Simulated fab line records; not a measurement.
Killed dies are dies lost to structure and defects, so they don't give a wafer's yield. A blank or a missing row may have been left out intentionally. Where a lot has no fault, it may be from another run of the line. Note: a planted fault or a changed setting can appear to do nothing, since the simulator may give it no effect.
Which tool is to blame? | flow n5 finfet | Sampling: 23 lots, 69 wafers, 4 of 1938 route steps

## WHAT THE GAUGES SHOWED, per wafer
N5_GATE_CUT_INSPECT_15: inspects for defects (brightfield). Usual: raw defect count reads 149 (standard deviation 42).
lot  | measured     | on                | raw defect count | flag
L074 | day 4 14:43  | defect inspect-01 | 241 144 182      |
L075 | day 4 19:41  | defect inspect-01 | 149 111 183      |
L077 | day 5 05:17  | defect inspect-02 | 181 116 134      |
L078 | day 5 11:47  | defect inspect-02 | 130 73 127       |
L079 | day 5 16:21  | defect inspect-01 | 158 191 178      |
L080 | day 5 23:33  | defect inspect-02 | 111 59 88        |
L081 | day 6 06:13  | defect inspect-02 | 141 141 183      |
L082 | day 6 14:34  | defect inspect-01 | 237 201 230      |
L083 | day 6 19:26  | defect inspect-01 | 172 122 108      |
L084 | day 7 01:16  | defect inspect-02 | 81 112 83        |
L085 | day 7 05:51  | defect inspect-02 | 123 154 147      |
L086 | day 7 10:58  | defect inspect-02 | 150 148 165      |
L087 | day 7 15:58  | defect inspect-02 | 138 196 142      |
L088 | day 7 22:10  | defect inspect-02 | 189 122 218      |
L089 | day 8 03:52  | defect inspect-02 | 106 143 164      |
L090 | day 8 12:11  | defect inspect-02 | 142 164 157      |
L092 | day 8 22:58  | defect inspect-02 | 206 163 85       |
L093 | day 9 09:54  | defect inspect-01 | 161 118 93       |
L076 | day 9 10:10  | defect inspect-01 | 152 106 164      |
L094 | day 9 17:54  | defect inspect-01 | 165 153 71       |
L095 | day 10 01:28 | defect inspect-02 | 134 88 185       |
L097 | day 10 06:52 | defect inspect-02 | 161 115 171      |
L096 | day 10 07:29 | defect inspect-01 | 157 145 90       |

## WHICH TOOL RAN EACH LOT (tool, then ch and the chambers of the sampled wafers, then the start)
lot  | N5_HKMG_FIN_ETCH_86                | N5_HKMG_FIN_ETCH_67                | N5_GATE_CUT_PECVD_57
L074 | rie diel-03 ch 1,3, day 4 07:34    | rie diel-06 ch 2,3, day 4 08:38    | pecvd-03 ch 0,1, day 4 13:53
L075 | rie diel-03 ch 0,2, day 4 12:29    | rie diel-06 ch 1,3, day 4 13:33    | pecvd-01 ch 0,2, day 4 18:51
L077 | rie diel-03 ch 1,2,3, day 4 22:10  | rie diel-06 ch 0,2,3, day 4 23:31  | pecvd-01 ch 0,1, day 5 04:20
L078 | rie diel-06 ch 1,2,3, day 5 04:35  | rie diel-01 ch 0,1,3, day 5 05:40  | pecvd-01 ch 0,2, day 5 10:50
L079 | rie diel-06 ch 1,3, day 5 09:37    | rie diel-06 ch 1,3, day 5 10:41    | pecvd-03 ch 1,2, day 5 15:31
L080 | rie diel-06 ch 0,1,2, day 5 16:34  | rie diel-01 ch 1,2, day 5 17:42    | pecvd-01 ch 0,1,2, day 5 22:35
L081 | rie diel-01 ch 1,2,3, day 5 23:14  | rie diel-03 ch 1,2,3, day 6 00:18  | pecvd-02 ch 0,2, day 6 05:16
L082 | rie diel-06 ch 0,1,2, day 6 07:34  | rie diel-06 ch 0,3, day 6 08:38    | pecvd-03 ch 0,2, day 6 13:43
L083 | rie diel-06 ch 2,3, day 6 12:01    | rie diel-01 ch 0,1,3, day 6 13:05  | pecvd-02 ch 0,2, day 6 18:16
L084 | rie diel-03 ch 1,2,3, day 6 18:14  | rie diel-03 ch 1,2,3, day 6 19:20  | pecvd-01 ch 0,2, day 7 00:19
L085 | rie diel-06 ch 0,1,3, day 6 22:13  | rie diel-06 ch 2,3, day 6 23:17    | pecvd-01 ch 1,2, day 7 04:53
L086 | rie diel-06 ch 0,1,3, day 7 03:19  | rie diel-01 ch 0,1,3, day 7 04:23  | pecvd-02 ch 0,2, day 7 10:00
L087 | rie diel-01 ch 0,1,2, day 7 09:05  | rie diel-03 ch 1,2, day 7 10:10    | pecvd-03 ch 1,2, day 7 14:59
L088 | rie diel-03 ch 0,2,3, day 7 15:01  | rie diel-06 ch 0,2,3, day 7 16:08  | pecvd-03 ch 0,1, day 7 21:13
L089 | rie diel-01 ch 1,2,3, day 7 20:38  | rie diel-01 ch 1,2,3, day 7 21:46  | pecvd-02 ch 0,2, day 8 03:02
L090 | rie diel-03 ch 1,2,3, day 8 05:13  | rie diel-06 ch 0,1,3, day 8 06:17  | pecvd-02 ch 1,2, day 8 11:22
L092 | rie diel-06 ch 0,2,3, day 8 15:52  | rie diel-01 ch 0,3, day 8 16:56    | pecvd-02 ch 0,1,2, day 8 22:08
L093 | rie diel-01 ch 0,3, day 9 02:35    | rie diel-01 ch 0,2, day 9 03:39    | pecvd-03 ch 1,2, day 9 08:56
L076 | rie diel-06 ch 0,1,3, day 9 03:25  | rie diel-03 ch 1,2,3, day 9 04:29  | pecvd-03 ch 0,1, day 9 09:19
L094 | rie diel-01 ch 0,1,2, day 9 11:08  | rie diel-01 ch 1,2,3, day 9 12:13  | pecvd-01 ch 0,1,2, day 9 17:05
L095 | rie diel-03 ch 0,2, day 9 18:19    | rie diel-06 ch 2,3, day 9 19:28    | pecvd-01 ch 0,1, day 10 00:37
L097 | rie diel-01 ch 1,3, day 9 23:40    | rie diel-01 ch 1,2,3, day 10 00:58 | pecvd-03 ch 0,1, day 10 05:52
L096 | rie diel-01 ch 1,2,3, day 10 00:23 | rie diel-01 ch 0,2,3, day 10 01:32 | pecvd-02 ch 0,2, day 10 06:32
- N5_HKMG_FIN_ETCH_86: etches SOC in N2/H2, stops on TiN, target depth 393.2 nm.
- N5_HKMG_FIN_ETCH_67: etches SOC in N2/H2, stops on TiN, target depth 388.9 nm.
- N5_GATE_CUT_PECVD_57: deposits SiNx from SiH4/NH3/N2, target thk 21 nm.

## AS READ BY THE TOOLS THEMSELVES (means over the sampled wafers that have a number; for cases with no such wafer, the mark the record gives instead)
N5_HKMG_FIN_ETCH_86. Usual: drypump motor current A 5.6 A, standard deviation 0.33; oes product au 0.77 a.u., standard deviation 0.063; rf vpp V 241.3 V, standard deviation 1.2; showerhead plenum p Torr 2.58 Torr, standard deviation 0.07; throttle valve pct 17.9 %, standard deviation 0.31.
lot  | tool        | drypump motor current A (A) | oes product au (a.u.) | rf vpp V (V) | showerhead plenum p Torr (Torr) | throttle valve pct (%) | flag
L074 | rie diel-03 | 5.4                         | 0.77                  | 241.7        | 2.57                            | 17.8                   |
L075 | rie diel-03 | 6.0                         | 0.73                  | 241.6        | 2.54                            | 17.8                   |
L077 | rie diel-03 | 5.7                         | 0.77                  | 240.8        | 2.55                            | 17.7                   |
L078 | rie diel-06 | 5.4                         | 0.76                  | 241.3        | 2.62                            | 18.1                   |
L079 | rie diel-06 | 5.5                         | 0.72                  | 242.1        | 2.63                            | 18.2                   |
L080 | rie diel-06 | 5.7                         | 0.80                  | 240.7        | 2.55                            | 17.8                   |
L081 | rie diel-01 | 5.6                         | 0.79                  | 241.8        | 2.60                            | 17.9                   |
L082 | rie diel-06 | 5.7                         | 0.80                  | 240.9        | 2.55                            | 17.8                   |
L083 | rie diel-06 | 5.4                         | 0.79                  | 241.3        | 2.61                            | 18.0                   |
L084 | rie diel-03 | 5.7                         | 0.75                  | 240.6        | 2.54                            | 17.7                   |
L085 | rie diel-06 | 5.6                         | 0.76                  | 240.5        | 2.58                            | 18.0                   |
L086 | rie diel-06 | 5.5                         | 0.76                  | 241.0        | 2.58                            | 18.0                   |
L087 | rie diel-01 | 5.6                         | 0.77                  | 241.5        | 2.66                            | 17.9                   |
L088 | rie diel-03 | 5.6                         | 0.72                  | 242.0        | 2.55                            | 17.9                   |
L089 | rie diel-01 | 5.6                         | 0.77                  | 241.9        | 2.59                            | 18.0                   |
L090 | rie diel-03 | 5.8                         | 0.74                  | 240.9        | 2.53                            | 17.7                   |
L092 | rie diel-06 | 5.5                         | 0.78                  | 241.3        | 2.56                            | 17.9                   |
L093 | rie diel-01 | 5.7                         | 0.85                  | 241.5        | 2.64                            | 17.6                   |
L076 | rie diel-06 | 5.6                         | 0.74                  | 241.3        | 2.57                            | 18.0                   |
L094 | rie diel-01 | 5.6                         | 0.75                  | 241.9        | 2.66                            | 18.0                   |
L095 | rie diel-03 | 6.0                         | 0.78                  | 242.0        | 2.53                            | 17.7                   |
L097 | rie diel-01 | 5.5                         | 0.78                  | 241.3        | 2.60                            | 17.9                   |
L096 | rie diel-01 | 5.6                         | 0.76                  | 241.0        | 2.59                            | 18.0                   |

N5_HKMG_FIN_ETCH_67. Usual: drypump motor current A 5.59 A, standard deviation 0.29; oes product au 0.77 a.u., standard deviation 0.07; rf vpp V 241.3 V, standard deviation 1.2; showerhead plenum p Torr 2.59 Torr, standard deviation 0.076; throttle valve pct 17.9 %, standard deviation 0.32.
lot  | tool        | drypump motor current A (A) | oes product au (a.u.) | rf vpp V (V) | showerhead plenum p Torr (Torr) | throttle valve pct (%) | flag
L074 | rie diel-06 | 5.27                        | 0.77                  | 241.7        | 2.63                            | 18.2                   |
L075 | rie diel-06 | 5.46                        | 0.73                  | 242.2        | 2.63                            | 18.2                   |
L077 | rie diel-06 | 5.51                        | 0.81                  | 240.7        | 2.57                            | 17.8                   |
L078 | rie diel-01 | 5.57                        | 0.85                  | 241.6        | 2.63                            | 17.7                   |
L079 | rie diel-06 | 5.49                        | 0.72                  | 241.2        | 2.63                            | 18.2                   |
L080 | rie diel-01 | 5.54                        | 0.74                  | 241.6        | 2.65                            | 18.1                   |
L081 | rie diel-03 | 5.72                        | 0.75                  | 240.5        | 2.54                            | 17.7                   |
L082 | rie diel-06 | 5.65                        | 0.81                  | 240.8        | 2.53                            | 17.8                   |
L083 | rie diel-01 | 5.57                        | 0.84                  | 241.0        | 2.63                            | 17.7                   |
L084 | rie diel-03 | 5.74                        | 0.75                  | 240.8        | 2.54                            | 17.7                   |
L085 | rie diel-06 | 5.25                        | 0.75                  | 242.3        | 2.63                            | 18.2                   |
L086 | rie diel-01 | 5.58                        | 0.84                  | 241.4        | 2.62                            | 17.7                   |
L087 | rie diel-03 | 6.11                        | 0.72                  | 240.7        | 2.52                            | 17.7                   |
L088 | rie diel-06 | 5.52                        | 0.79                  | 240.1        | 2.56                            | 17.9                   |
L089 | rie diel-01 | 5.55                        | 0.77                  | 241.3        | 2.59                            | 18.0                   |
L090 | rie diel-06 | 5.56                        | 0.75                  | 240.9        | 2.57                            | 18.0                   |
L092 | rie diel-01 | 5.64                        | 0.85                  | 242.1        | 2.64                            | 17.5                   |
L093 | rie diel-01 | 5.71                        | 0.72                  | 241.6        | 2.65                            | 18.1                   |
L076 | rie diel-03 | 5.74                        | 0.73                  | 241.2        | 2.53                            | 17.8                   |
L094 | rie diel-01 | 5.55                        | 0.76                  | 241.5        | 2.59                            | 18.0                   |
L095 | rie diel-06 | 5.27                        | 0.73                  | 241.5        | 2.62                            | 18.2                   |
L097 | rie diel-01 | 5.56                        | 0.76                  | 240.9        | 2.58                            | 18.0                   |
L096 | rie diel-01 | 5.64                        | 0.78                  | 241.7        | 2.60                            | 17.9                   |

N5_GATE_CUT_PECVD_57. Usual: heater power w 726 W, standard deviation 58; showerhead plenum p Torr 5.12 Torr, standard deviation 0.063; throttle valve pct 39.0 %, standard deviation 1.9.
lot  | tool     | heater power w (W) | showerhead plenum p Torr (Torr) | throttle valve pct (%) | flag
L074 | pecvd-03 | 755                | 5.11                            | 39.7                   |
L075 | pecvd-01 | 698                | 5.11                            | 37.4                   |
L077 | pecvd-01 | 758                | 5.22                            | 41.0                   |
L078 | pecvd-01 | 640                | 5.12                            | 37.5                   |
L079 | pecvd-03 | 782                | 5.10                            | 38.3                   |
L080 | pecvd-01 | 687                | 5.15                            | 39.0                   |
L081 | pecvd-02 | 802                | 5.12                            | 38.5                   |
L082 | pecvd-03 | 739                | 5.08                            | 38.7                   |
L083 | pecvd-02 | 755                | 5.13                            | 37.6                   |
L084 | pecvd-01 | 752                | 5.19                            | 39.4                   |
L085 | pecvd-01 | 717                | 5.08                            | 37.3                   |
L086 | pecvd-02 | 824                | 5.12                            | 38.9                   |
L087 | pecvd-03 | 706                | 5.11                            | 38.2                   |
L088 | pecvd-03 | 758                | 5.12                            | 40.1                   |
L089 | pecvd-02 | 703                | 5.13                            | 38.8                   |
L090 | pecvd-02 | 738                | 5.11                            | 38.9                   |
L092 | pecvd-02 | 716                | 5.12                            | 38.8                   |
L093 | pecvd-03 | 784                | 5.09                            | 37.9                   |
L076 | pecvd-03 | 754                | 5.12                            | 40.3                   |
L094 | pecvd-01 | 703                | 5.15                            | 39.3                   |
L095 | pecvd-01 | 685                | 5.22                            | 40.9                   |
L097 | pecvd-03 | 705                | 5.12                            | 39.5                   |
L096 | pecvd-02 | 679                | 5.12                            | 38.3                   |

## THE ANSWER, worked out from the rows above alone
Rule: lot off if the mean of its wafers having a number is beyond 3 standard deviations from the usual mean. Also off: a lot with no number at a reading for which 4 or more lots have one. All remaining lots with rows at the step are treated as sound. After the gauges, taken in route order, come the tools' own readings; for these a lot's mean is taken, as printed above. At the first step where some lot is off, the reading lying furthest off is the one used; lots without a number count as furthest.
No lot is off on any of the readings shown, so nothing can be concluded from this.

## WHAT WAS PUT IN BY THE SIMULATOR
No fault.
